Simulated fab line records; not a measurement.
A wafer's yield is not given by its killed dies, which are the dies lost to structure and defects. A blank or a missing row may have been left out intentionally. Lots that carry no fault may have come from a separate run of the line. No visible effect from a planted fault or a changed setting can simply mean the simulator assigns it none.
A sampling plan put to the test	flow n5-finfet	one fab line, 78 faults that these records tell of, each judged on the records of the lots that it struck; 1 more is left out, because the records don't allow judging it
The line's own looks make up the plan; these are the steps of the route where a gauge or inspection reads the wafer and leaves it unchanged. Where struck wafers have a number at a look and the file lists that look's usual mean and standard deviation on fault-free wafers, the look can be judged. Caught: the struck wafers' mean, at a look after the fault's first step, is 4 or more of those standard deviations (sigma) away from the usual mean. On the tool: the test repeated on the tool's own readings taken at the fault's steps. If the struck wafers alone have a blank record, or they carry another recipe, that too counts as caught.

== THE FAULTS, as the simulator had put them in ==
1. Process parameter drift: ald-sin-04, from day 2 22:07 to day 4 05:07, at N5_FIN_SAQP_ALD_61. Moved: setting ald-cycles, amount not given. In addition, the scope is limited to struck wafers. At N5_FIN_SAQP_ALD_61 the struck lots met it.
2. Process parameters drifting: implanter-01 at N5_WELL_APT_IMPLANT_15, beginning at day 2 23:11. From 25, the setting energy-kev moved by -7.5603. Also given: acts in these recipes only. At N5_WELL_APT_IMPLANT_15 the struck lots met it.
3. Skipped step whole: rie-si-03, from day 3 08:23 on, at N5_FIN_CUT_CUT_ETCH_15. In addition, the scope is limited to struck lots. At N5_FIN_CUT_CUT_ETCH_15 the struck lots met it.
4. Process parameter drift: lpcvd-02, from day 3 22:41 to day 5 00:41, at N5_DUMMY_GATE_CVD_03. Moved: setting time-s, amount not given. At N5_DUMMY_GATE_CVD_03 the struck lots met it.
5. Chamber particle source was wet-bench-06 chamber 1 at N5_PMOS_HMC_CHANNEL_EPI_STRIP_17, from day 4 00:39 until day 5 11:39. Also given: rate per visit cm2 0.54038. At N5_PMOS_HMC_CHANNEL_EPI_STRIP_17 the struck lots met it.
6. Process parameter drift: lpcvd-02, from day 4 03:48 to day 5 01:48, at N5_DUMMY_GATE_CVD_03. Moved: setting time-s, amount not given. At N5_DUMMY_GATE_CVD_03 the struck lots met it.
7. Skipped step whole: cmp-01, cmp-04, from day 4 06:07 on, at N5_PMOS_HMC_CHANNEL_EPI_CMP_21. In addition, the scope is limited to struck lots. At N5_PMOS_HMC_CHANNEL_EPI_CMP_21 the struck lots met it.
8. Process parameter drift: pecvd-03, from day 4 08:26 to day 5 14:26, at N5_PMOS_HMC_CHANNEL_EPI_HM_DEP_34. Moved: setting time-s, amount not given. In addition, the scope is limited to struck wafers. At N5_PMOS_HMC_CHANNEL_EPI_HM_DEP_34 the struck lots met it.
9. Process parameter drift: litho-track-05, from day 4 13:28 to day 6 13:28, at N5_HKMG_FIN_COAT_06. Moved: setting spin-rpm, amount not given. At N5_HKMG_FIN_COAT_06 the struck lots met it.
10. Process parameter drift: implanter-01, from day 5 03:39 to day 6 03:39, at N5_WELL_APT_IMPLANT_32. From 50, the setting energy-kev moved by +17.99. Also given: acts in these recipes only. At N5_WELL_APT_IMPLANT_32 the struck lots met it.
11. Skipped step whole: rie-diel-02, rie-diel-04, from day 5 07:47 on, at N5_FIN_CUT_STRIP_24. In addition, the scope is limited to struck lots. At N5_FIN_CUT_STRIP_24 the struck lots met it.
12. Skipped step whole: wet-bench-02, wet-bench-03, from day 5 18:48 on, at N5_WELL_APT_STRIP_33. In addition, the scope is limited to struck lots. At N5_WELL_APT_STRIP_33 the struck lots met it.
13. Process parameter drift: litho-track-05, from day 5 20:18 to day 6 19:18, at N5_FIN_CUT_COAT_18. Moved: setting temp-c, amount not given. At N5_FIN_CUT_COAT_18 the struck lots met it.
14. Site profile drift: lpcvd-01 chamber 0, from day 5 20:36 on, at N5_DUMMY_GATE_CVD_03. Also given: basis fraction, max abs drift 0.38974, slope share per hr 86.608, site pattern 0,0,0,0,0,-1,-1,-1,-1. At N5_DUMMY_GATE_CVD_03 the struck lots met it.
15. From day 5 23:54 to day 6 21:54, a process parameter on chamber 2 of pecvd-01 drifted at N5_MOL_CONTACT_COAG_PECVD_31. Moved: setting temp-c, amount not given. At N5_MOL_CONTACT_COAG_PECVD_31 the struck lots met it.
16. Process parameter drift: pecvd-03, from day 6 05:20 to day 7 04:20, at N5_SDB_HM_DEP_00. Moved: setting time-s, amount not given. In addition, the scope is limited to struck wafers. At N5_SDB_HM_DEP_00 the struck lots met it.
17. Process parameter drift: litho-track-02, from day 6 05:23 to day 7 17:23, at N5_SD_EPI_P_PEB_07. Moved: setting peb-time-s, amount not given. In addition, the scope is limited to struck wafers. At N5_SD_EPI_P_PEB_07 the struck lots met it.
18. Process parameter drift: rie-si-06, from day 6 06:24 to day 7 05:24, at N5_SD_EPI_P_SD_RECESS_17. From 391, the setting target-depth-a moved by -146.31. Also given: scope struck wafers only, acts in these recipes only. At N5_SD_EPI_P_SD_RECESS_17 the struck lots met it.
19. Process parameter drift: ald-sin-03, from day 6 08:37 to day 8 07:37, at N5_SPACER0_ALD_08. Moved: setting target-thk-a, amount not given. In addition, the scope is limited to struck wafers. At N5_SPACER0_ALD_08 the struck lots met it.
20. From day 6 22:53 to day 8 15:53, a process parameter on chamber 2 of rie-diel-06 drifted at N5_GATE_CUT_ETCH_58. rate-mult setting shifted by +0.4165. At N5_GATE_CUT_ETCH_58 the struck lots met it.
21. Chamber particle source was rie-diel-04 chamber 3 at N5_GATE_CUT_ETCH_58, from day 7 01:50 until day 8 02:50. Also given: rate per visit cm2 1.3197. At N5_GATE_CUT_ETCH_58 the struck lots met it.
22. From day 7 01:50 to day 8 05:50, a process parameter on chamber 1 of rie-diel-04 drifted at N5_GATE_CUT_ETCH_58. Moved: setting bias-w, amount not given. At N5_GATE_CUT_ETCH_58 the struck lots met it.
23. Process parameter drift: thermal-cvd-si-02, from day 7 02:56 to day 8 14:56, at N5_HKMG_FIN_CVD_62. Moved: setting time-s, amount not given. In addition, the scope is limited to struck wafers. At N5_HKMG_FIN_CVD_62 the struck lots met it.
24. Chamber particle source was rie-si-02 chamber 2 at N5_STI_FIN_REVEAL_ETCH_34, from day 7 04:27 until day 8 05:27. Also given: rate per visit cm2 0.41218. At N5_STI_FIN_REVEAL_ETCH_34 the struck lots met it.
25. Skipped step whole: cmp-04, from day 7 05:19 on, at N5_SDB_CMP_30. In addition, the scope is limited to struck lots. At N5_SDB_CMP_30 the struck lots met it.
26. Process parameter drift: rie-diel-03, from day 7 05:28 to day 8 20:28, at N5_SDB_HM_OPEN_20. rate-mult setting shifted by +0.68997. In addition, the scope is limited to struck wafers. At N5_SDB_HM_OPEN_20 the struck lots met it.
27. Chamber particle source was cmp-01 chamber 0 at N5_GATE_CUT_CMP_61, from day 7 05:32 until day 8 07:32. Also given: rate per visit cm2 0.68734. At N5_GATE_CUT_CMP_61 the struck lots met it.
28. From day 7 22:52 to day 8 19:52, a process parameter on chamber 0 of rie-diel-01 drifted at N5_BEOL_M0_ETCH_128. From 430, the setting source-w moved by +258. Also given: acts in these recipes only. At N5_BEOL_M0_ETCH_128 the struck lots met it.
29. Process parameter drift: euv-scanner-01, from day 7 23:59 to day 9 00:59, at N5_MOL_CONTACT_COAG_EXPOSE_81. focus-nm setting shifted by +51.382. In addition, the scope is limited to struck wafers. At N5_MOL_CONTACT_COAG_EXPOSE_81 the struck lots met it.
30. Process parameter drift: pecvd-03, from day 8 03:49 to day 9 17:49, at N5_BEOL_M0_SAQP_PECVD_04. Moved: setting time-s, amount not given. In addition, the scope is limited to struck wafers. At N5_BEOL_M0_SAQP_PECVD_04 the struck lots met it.
31. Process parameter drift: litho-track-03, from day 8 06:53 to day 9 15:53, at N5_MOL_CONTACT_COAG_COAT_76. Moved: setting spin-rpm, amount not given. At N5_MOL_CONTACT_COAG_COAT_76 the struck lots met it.
32. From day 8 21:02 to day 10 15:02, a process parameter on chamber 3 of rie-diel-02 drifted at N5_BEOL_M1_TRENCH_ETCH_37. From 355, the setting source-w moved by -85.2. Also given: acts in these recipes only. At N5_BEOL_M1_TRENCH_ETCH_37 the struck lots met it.
33. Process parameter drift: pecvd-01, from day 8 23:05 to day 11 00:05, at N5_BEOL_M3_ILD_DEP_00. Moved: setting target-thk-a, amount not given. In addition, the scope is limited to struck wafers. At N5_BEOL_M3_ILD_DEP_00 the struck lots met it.
34. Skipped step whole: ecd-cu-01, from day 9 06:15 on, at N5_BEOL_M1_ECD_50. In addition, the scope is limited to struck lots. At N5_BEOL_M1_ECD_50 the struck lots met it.
35. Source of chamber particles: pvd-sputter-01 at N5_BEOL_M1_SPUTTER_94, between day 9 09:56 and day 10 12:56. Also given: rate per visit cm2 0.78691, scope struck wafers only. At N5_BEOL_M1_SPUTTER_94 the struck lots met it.
36. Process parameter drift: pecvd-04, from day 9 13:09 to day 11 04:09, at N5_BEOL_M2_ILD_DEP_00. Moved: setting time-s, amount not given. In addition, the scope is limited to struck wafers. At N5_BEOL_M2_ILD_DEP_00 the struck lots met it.
37. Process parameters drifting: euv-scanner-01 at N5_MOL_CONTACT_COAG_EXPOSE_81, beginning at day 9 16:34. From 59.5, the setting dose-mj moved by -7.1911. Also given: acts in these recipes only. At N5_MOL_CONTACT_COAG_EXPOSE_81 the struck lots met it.
38. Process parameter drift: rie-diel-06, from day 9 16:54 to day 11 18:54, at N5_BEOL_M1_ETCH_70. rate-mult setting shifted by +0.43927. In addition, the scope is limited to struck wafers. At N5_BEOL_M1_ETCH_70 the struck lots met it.
39. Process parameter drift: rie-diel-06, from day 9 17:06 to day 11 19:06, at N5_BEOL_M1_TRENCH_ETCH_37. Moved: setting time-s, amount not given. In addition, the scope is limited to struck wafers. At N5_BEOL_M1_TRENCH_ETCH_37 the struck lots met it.
40. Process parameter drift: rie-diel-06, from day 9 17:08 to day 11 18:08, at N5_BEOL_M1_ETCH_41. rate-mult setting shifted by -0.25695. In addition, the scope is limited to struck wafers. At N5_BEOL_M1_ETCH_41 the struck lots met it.
41. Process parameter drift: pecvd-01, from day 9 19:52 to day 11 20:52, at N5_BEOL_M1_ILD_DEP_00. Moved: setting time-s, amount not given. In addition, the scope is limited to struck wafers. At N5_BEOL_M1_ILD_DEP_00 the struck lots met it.
42. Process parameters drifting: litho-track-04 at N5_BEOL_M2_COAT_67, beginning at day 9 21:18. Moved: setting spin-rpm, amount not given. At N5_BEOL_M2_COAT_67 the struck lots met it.
43. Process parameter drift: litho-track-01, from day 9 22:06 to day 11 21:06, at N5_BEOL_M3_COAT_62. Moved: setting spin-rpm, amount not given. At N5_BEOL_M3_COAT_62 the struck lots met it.
44. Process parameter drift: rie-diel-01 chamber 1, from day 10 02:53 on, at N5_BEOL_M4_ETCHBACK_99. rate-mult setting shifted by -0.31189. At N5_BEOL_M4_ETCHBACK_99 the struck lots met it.
45. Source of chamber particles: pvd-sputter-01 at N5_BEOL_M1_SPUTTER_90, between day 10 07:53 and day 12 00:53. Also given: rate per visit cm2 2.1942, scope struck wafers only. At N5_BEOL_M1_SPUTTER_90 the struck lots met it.
46. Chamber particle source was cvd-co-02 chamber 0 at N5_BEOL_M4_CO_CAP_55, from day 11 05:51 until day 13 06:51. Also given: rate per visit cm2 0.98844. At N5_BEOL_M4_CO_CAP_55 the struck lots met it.
47. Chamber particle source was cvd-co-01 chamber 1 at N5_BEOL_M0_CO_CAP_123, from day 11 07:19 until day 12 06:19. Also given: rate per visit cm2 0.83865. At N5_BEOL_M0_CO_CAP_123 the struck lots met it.
48. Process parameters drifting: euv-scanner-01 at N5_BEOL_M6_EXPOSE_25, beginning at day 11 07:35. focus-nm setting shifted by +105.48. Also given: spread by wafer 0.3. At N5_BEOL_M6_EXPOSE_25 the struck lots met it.
49. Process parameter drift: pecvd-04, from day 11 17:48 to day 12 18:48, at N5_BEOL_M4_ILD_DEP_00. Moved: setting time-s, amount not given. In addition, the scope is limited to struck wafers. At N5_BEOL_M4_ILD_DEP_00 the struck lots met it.
50. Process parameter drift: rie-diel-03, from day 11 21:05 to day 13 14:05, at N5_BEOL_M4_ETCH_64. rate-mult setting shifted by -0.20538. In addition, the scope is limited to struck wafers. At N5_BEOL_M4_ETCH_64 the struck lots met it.
51. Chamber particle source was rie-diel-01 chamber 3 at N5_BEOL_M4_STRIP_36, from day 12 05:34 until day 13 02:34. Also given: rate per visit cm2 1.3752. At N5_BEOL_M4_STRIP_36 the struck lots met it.
52. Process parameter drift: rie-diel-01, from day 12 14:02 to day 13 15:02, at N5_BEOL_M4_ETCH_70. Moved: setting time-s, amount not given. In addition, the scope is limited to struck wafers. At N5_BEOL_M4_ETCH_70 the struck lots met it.
53. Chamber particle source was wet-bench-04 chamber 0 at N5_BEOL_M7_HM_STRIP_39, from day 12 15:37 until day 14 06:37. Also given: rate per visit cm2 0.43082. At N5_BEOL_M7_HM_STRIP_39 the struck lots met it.
54. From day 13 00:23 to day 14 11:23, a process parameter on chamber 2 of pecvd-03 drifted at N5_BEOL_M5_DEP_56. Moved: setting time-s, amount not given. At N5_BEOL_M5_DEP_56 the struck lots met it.
55. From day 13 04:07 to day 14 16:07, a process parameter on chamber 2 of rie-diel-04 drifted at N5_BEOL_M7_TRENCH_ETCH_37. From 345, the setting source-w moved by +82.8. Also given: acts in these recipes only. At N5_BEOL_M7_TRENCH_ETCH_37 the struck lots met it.
56. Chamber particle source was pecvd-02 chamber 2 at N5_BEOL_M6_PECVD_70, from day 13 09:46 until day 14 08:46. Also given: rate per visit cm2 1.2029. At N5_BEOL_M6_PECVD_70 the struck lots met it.
57. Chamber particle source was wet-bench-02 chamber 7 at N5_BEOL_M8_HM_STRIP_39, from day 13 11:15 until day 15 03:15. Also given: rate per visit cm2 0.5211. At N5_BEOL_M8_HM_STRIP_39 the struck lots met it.
58. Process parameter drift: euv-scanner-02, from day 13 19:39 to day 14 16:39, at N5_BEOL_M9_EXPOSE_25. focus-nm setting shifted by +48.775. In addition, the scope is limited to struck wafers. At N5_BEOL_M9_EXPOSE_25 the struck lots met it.
59. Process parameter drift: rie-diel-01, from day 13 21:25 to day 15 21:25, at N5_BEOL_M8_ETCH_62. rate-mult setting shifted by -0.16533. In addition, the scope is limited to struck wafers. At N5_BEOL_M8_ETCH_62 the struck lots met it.
60. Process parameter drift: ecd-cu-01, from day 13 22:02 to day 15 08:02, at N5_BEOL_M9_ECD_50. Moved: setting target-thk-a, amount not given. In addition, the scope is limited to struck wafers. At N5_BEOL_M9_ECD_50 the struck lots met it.
61. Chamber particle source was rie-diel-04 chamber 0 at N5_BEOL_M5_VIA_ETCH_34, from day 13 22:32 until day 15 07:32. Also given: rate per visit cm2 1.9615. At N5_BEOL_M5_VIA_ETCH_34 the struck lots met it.
62. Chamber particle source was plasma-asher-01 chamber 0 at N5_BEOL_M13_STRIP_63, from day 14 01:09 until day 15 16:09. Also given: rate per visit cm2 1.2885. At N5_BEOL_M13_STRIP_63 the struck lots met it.
63. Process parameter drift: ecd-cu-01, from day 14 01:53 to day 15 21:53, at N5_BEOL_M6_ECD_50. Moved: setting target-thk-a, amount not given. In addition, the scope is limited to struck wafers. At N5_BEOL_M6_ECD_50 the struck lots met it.
64. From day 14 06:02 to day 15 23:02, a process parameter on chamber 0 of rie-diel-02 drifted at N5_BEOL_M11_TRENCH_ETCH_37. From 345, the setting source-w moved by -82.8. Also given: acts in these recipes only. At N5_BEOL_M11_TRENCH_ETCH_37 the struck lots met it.
65. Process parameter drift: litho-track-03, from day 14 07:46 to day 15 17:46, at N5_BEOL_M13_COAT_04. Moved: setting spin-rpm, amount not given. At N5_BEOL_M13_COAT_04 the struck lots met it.
66. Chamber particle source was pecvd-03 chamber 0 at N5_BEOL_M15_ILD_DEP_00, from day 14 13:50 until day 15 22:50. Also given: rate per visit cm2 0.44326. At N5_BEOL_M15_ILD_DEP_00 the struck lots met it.
67. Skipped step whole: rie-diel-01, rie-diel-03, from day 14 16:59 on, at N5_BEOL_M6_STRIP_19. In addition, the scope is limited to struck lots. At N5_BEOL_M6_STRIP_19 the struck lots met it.
68. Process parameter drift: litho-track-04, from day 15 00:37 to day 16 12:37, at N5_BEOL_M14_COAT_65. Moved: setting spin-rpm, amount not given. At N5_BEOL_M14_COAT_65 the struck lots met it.
69. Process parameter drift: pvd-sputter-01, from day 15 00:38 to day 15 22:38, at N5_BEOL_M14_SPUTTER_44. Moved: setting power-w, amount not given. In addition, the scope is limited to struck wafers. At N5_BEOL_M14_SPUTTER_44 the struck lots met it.
70. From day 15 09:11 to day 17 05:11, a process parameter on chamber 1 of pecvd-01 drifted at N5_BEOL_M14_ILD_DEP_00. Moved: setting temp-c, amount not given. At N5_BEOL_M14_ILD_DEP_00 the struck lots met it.
71. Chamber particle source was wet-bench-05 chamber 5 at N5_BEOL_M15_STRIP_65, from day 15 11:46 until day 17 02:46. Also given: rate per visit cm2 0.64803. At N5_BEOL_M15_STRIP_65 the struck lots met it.
72. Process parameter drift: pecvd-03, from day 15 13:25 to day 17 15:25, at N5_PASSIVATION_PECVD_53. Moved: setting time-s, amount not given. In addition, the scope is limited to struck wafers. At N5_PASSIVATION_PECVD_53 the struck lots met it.
73. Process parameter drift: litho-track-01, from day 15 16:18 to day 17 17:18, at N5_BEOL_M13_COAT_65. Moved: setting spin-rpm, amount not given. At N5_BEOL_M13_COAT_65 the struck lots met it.
74. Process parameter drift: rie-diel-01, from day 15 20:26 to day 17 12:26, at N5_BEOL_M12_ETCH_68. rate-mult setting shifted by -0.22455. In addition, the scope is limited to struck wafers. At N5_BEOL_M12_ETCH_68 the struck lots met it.
75. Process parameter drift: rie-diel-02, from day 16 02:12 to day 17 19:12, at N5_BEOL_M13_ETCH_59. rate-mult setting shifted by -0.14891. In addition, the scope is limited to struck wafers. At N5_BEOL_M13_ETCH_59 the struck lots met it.
76. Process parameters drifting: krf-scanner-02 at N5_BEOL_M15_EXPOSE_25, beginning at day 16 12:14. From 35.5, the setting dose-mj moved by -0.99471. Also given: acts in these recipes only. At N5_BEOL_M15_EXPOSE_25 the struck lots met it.
77. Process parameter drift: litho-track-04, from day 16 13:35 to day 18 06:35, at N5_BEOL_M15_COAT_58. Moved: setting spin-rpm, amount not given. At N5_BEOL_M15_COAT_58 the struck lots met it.
78. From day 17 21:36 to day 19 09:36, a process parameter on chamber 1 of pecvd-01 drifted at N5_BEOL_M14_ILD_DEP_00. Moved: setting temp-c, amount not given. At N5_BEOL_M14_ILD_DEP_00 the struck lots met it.

== WHAT THE PLAN SAW ==
fault	on the tool itself	first look that catches it	reading, sigma	median hours from its first step to that look	hours from the fault's start to the first struck lot there	judged looks passed uncaught
1	under 2 sigma	no look after it can be judged	-	-	-	0
2	beam-energy-keV -99 or beyond sigma	no look after it can be judged	-	-	-	0
3	the tool's record is blank for the struck wafers	not the one look that can be judged after it	-	-	-	1
4	under 2 sigma	no look after it can be judged	-	-	-	0
5	no reading that can be judged	no look after it can be judged	-	-	-	0
6	under 2 sigma	N5_DUMMY_GATE_THK_MEAS_05	thk-nm -4.5	4.0	7	0
7	the tool's record is blank for the struck wafers	N5_PMOS_HMC_CHANNEL_EPI_THK_MEAS_22	HMC_CMP_THK +7.3	0.3	3	0
8	under 2 sigma	none of the 3 looks that can be judged after it	-	-	-	3
9	spin-speed-rpm -99 or beyond sigma	none of the 3 looks that can be judged after it	-	-	-	3
10	beam-energy-keV +99 or beyond sigma	no look after it can be judged	-	-	-	0
11	no reading that can be judged	no look after it can be judged	-	-	-	0
12	the tool's record is blank for the struck wafers	N5_WELL_APT_INSPECT_38	raw-defect-count +99 or beyond	1.5	4	0
13	plate-temp-C -99 or beyond sigma	no look after it can be judged	-	-	-	0
14	under 2 sigma	N5_DUMMY_GATE_THK_MEAS_05	thk-nm -20	4.1	8	0
15	susceptor-temp-C -71 sigma	N5_MOL_CONTACT_COAG_THK_MEAS_53	VIA_MOL_THK +6.6	3.5	8	0
16	under 2 sigma	no look after it can be judged	-	-	-	0
17	heater-power-total-W +40 sigma	N5_SD_EPI_P_CD_MEAS_09	cd-nm -29	0.1	3	0
18	under 2 sigma	no look after it can be judged	-	-	-	0
19	under 2 sigma	none of the 4 looks that can be judged after it	-	-	-	4
20	only faintly: oes-product-au +2.2 sigma	no look after it can be judged	-	-	-	0
21	under 2 sigma	not the one look that can be judged after it	-	-	-	1
22	bias-w +42 sigma	no look after it can be judged	-	-	-	0
23	under 2 sigma	no look after it can be judged	-	-	-	0
24	only faintly: oes-product-au -2.0 sigma	N5_STI_FIN_REVEAL_INSPECT_13	raw-defect-count +56	0.9	4	2
25	the tool's record is blank for the struck wafers	N5_SDB_THK_MEAS_31	SDB_THK +4.2	0.3	2	0
26	under 2 sigma	no look after it can be judged	-	-	-	0
27	under 2 sigma	N5_GATE_CUT_INSPECT_26	raw-defect-count +21	0.2	6	0
28	rf-fwd-power-W +99 or beyond sigma	not the one look that can be judged after it	-	-	-	1
29	under 2 sigma	N5_MOL_CONTACT_COAG_CD_MEAS_84	cd-nm -15	0.1	10	0
30	under 2 sigma	none of the 3 looks that can be judged after it	strongest: thk-nm at N5_BEOL_M0_SAQP_THK_MEAS_05, +3.3	-	-	3
31	spin-speed-rpm -99 or beyond sigma	not the one look that can be judged after it	-	-	-	1
32	rf-fwd-power-W -38 sigma	none of the 2 looks that can be judged after it	strongest: trench-depth-nm at N5_BEOL_M1_OCD_MEAS_38, -3.4	-	-	2
33	under 2 sigma	N5_BEOL_M3_THK_MEAS_01	M3_ILD_THK +12	0.1	46	0
34	no reading that can be judged	no look after it can be judged	-	-	-	0
35	under 2 sigma	not the one look that can be judged after it	-	-	-	1
36	under 2 sigma	N5_BEOL_M2_THK_MEAS_01	M2_ILD_THK +27	0.1	4	0
37	exposure-dose-mJ-cm2 -99 or beyond sigma	N5_MOL_CONTACT_COAG_CD_MEAS_84	cd-nm -12	0.1	15	0
38	under 2 sigma	not the one look that can be judged after it	strongest: ION_N at N5_BEOL_M4_RC_MEAS_101, -2.2	-	-	1
39	run-length-s -7.3 sigma	N5_BEOL_M1_OCD_MEAS_38	trench-depth-nm -5.1	0.2	49	0
40	only faintly: oes-product-au -2.8 sigma	not the one look that can be judged after it	-	-	-	1
41	under 2 sigma	N5_BEOL_M1_THK_MEAS_01	M1_ILD_THK -31	0.1	24	0
42	spin-speed-rpm +99 or beyond sigma	not the one look that can be judged after it	-	-	-	1
43	spin-speed-rpm -99 or beyond sigma	not the one look that can be judged after it	-	-	-	1
44	only faintly: oes-product-au -3.8 sigma	not the one look that can be judged after it	-	-	-	1
45	under 2 sigma	no look after it can be judged	-	-	-	0
46	under 2 sigma	N5_BEOL_M4_INSPECT_59	raw-defect-count +26	0.2	6	0
47	under 2 sigma	N5_BEOL_M0_INSPECT_127	raw-defect-count +21	0.2	0	0
48	exposure-dose-mJ-cm2 -22 sigma	N5_BEOL_M6_CD_MEAS_28	cd-nm +6.3	0.1	10	0
49	under 2 sigma	N5_BEOL_M4_THK_MEAS_01	M4_ILD_THK +56	0.1	4	0
50	under 2 sigma	not the one look that can be judged after it	-	-	-	1
51	under 2 sigma	no look after it can be judged	-	-	-	0
52	run-length-s -99 or beyond sigma	not the one look that can be judged after it	-	-	-	1
53	no reading that can be judged	not the one look that can be judged after it	-	-	-	1
54	under 2 sigma	not the one look that can be judged after it	-	-	-	1
55	rf-fwd-power-W +40 sigma	none of the 3 looks that can be judged after it	strongest: trench-depth-nm at N5_BEOL_M7_OCD_MEAS_38, +2.1	-	-	3
56	under 2 sigma	N5_BEOL_M6_INSPECT_13	raw-defect-count +6.2	1.1	8	0
57	no reading that can be judged	not the one look that can be judged after it	-	-	-	1
58	under 2 sigma	N5_BEOL_M9_CD_MEAS_28	cd-nm +6.5	0.1	16	0
59	under 2 sigma	no look after it can be judged	-	-	-	0
60	no reading that can be judged	not the one look that can be judged after it	-	-	-	1
61	under 2 sigma	no look after it can be judged	-	-	-	0
62	under 2 sigma	not the one look that can be judged after it	-	-	-	1
63	no reading that can be judged	no look after it can be judged	-	-	-	0
64	rf-fwd-power-W -50 sigma	N5_BEOL_M11_OCD_MEAS_38	trench-depth-nm -5.0	0.2	3	0
65	spin-speed-rpm -99 or beyond sigma	no look after it can be judged	-	-	-	0
66	under 2 sigma	N5_BEOL_M15_INSPECT_12	raw-defect-count +99 or beyond	0.7	18	0
67	the tool's record is blank for the struck wafers	no look after it can be judged	-	-	-	0
68	spin-speed-rpm +47 sigma	no look after it can be judged	-	-	-	0
69	cathode-dc-power-W -99 or beyond sigma	not the one look that can be judged after it	-	-	-	1
70	susceptor-temp-C +13 sigma	no look after it can be judged	-	-	-	0
71	no reading that can be judged	no look after it can be judged	-	-	-	0
72	run-length-s +16 sigma	not the one look that can be judged after it	-	-	-	1
73	spin-speed-rpm -99 or beyond sigma	no look after it can be judged	-	-	-	0
74	only faintly: oes-product-au -2.0 sigma	no look after it can be judged	-	-	-	0
75	under 2 sigma	no look after it can be judged	-	-	-	0
76	exposure-dose-mJ-cm2 -24 sigma	no look after it can be judged	-	-	-	0
77	spin-speed-rpm -99 or beyond sigma	none of the 3 looks that can be judged after it	-	-	-	3
78	susceptor-temp-C -49 sigma	N5_BEOL_M14_THK_MEAS_01	M14_ILD_THK +4.5	0.2	4	0
A dash: this means the fault isn't caught or the number doesn't appear in these records.

Caught at a look: 24 of 78. Caught on the tool: 32 of 78. By one or the other: 46 of 78.
Faults 2, 3, 9, 10, 13, 22, 28, 31, 32, 42, 43, 52, 55, 65, 67, 68, 69, 70, 72, 73, 76, 77 were caught on the tool alone.
Caught at a look alone: faults 6, 14, 24, 27, 29, 33, 36, 41, 46, 47, 49, 56, 58, 66.
Caught by neither: faults 1, 4, 5, 8, 11, 16, 18, 19, 20, 21, 23, 26, 30, 34, 35, 38, 40, 44, 45, 50, 51, 53, 54, 57, 59, 60, 61, 62, 63, 71, 74, 75.

== THINNER SAMPLING ==
If the look that catches a fault measured only every second or every third lot, by lot number, the first struck lot would be measured this late in the worst case:
fault	struck lots at that look, in order of time	every lot	every second lot	every third lot
6	L452	7 h	may miss it	may miss it
7	L109, L110	3 h	9 h	may miss all 2
12	L876, L877	4 h	10 h	may miss all 2
14	L282, L284	8 h	may miss all 2	may miss all 2
15	L497, L498, L500	8 h	12 h	may miss all 3
17	L906, L907	3 h	6 h	may miss all 2
24	L417, L418	4 h	9 h	may miss all 2
25	L479, L480, L481	2 h	9 h	15 h
27	L713, L715	6 h	may miss all 2	may miss all 2
29	L277, L279	10 h	may miss all 2	may miss all 2
33	L242	46 h	may miss it	may miss it
36	L804, L805	4 h	10 h	may miss all 2
37	L482, L483	15 h	15 h	may miss all 2
39	L601	49 h	may miss it	may miss it
41	L655, L656	24 h	36 h	may miss all 2
46	L479, L477	6 h	may miss all 2	may miss all 2
47	L193, L194	0 h	8 h	may miss all 2
48	L404	10 h	may miss it	may miss it
49	L817, L820	4 h	12 h	may miss all 2
56	L207	8 h	may miss it	may miss it
58	L825	16 h	may miss it	may miss it
64	L995, L101	3 h	may miss all 2	may miss all 2
66	L369	18 h	may miss it	may miss it
78	L410, L414	4 h	may miss all 2	may miss all 2
Hours count from the start of the fault until the first struck lot that is measured. The test against the limit of 4 sigma pooled every struck wafer, which means one lot taken alone may stay below that limit. Other struck lots may not be in these records.

== THE LONGEST TIMED WAY FROM STEP TO LOOK ==
In fault 14, a median of 4.1 hours elapses between N5_DUMMY_GATE_CVD_03 and N5_DUMMY_GATE_THK_MEAS_05. No look between them can be judged.
